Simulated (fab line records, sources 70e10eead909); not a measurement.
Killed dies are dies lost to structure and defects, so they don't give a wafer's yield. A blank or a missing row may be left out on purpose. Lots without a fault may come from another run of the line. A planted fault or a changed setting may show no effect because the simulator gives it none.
Chamber matching | flow nand_harc | NHARC_A_M1_DESCUM_14 on rie_diel-06: 4 sister chambers
The step chemistry O2, time 3 s. 4 wafers are shown with their chamber, then 12 later ones without.

WAFERS WITH THEIR CHAMBER
wafer  | chamber | showerhead_plenum_p_Torr (Torr)
L089.2 | 0       | 1.85
L089.5 | 3       | 1.98
L092.5 | 2       | 1.85
L092.6 | 1       | 1.77

WAFERS WITHOUT THEIR CHAMBER
wafer  | showerhead_plenum_p_Torr (Torr)
L092.1 | 1.85
L092.2 | 1.98
L092.4 | 1.84
L094.1 | 1.85
L094.3 | 1.77
L094.4 | 1.85
L096.2 | 1.77
L096.4 | 1.98
L096.6 | 1.85
L096.1 | 1.85
L096.3 | 1.85
L096.5 | 1.77

WHICH CHAMBER EACH WENT THROUGH
wafer  | from the rows above     | in truth
L092.1 | can't be placed: 0 or 2 | 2
L092.2 | 3                       | 3
L092.4 | can't be placed: 0 or 2 | 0
L094.1 | can't be placed: 0 or 2 | 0
L094.3 | 1                       | 1
L094.4 | can't be placed: 0 or 2 | 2
L096.2 | 1                       | 1
L096.4 | 3                       | 3
L096.6 | can't be placed: 0 or 2 | 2
L096.1 | can't be placed: 0 or 2 | 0
L096.3 | can't be placed: 0 or 2 | 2
L096.5 | 1                       | 1
Placed correctly: 5 of 12. Can't be placed from these rows: 7 (the true chamber is among the candidates in 7). Placed wrongly: 0.
How it was worked out, from the rows above alone: a wafer's distance from a chamber is the root of the sum, over the readings, of the square of ((its reading less the chamber's mean) divided by the reading's scatter). The wafer belongs to the nearest chamber; if the next one is less than 2 further off, it can't be placed. A chamber's mean is the mean of its shown wafers. The scatter: with one shown wafer a chamber, the root of the mean of the squares of how far each hidden wafer lies from its nearest shown one.
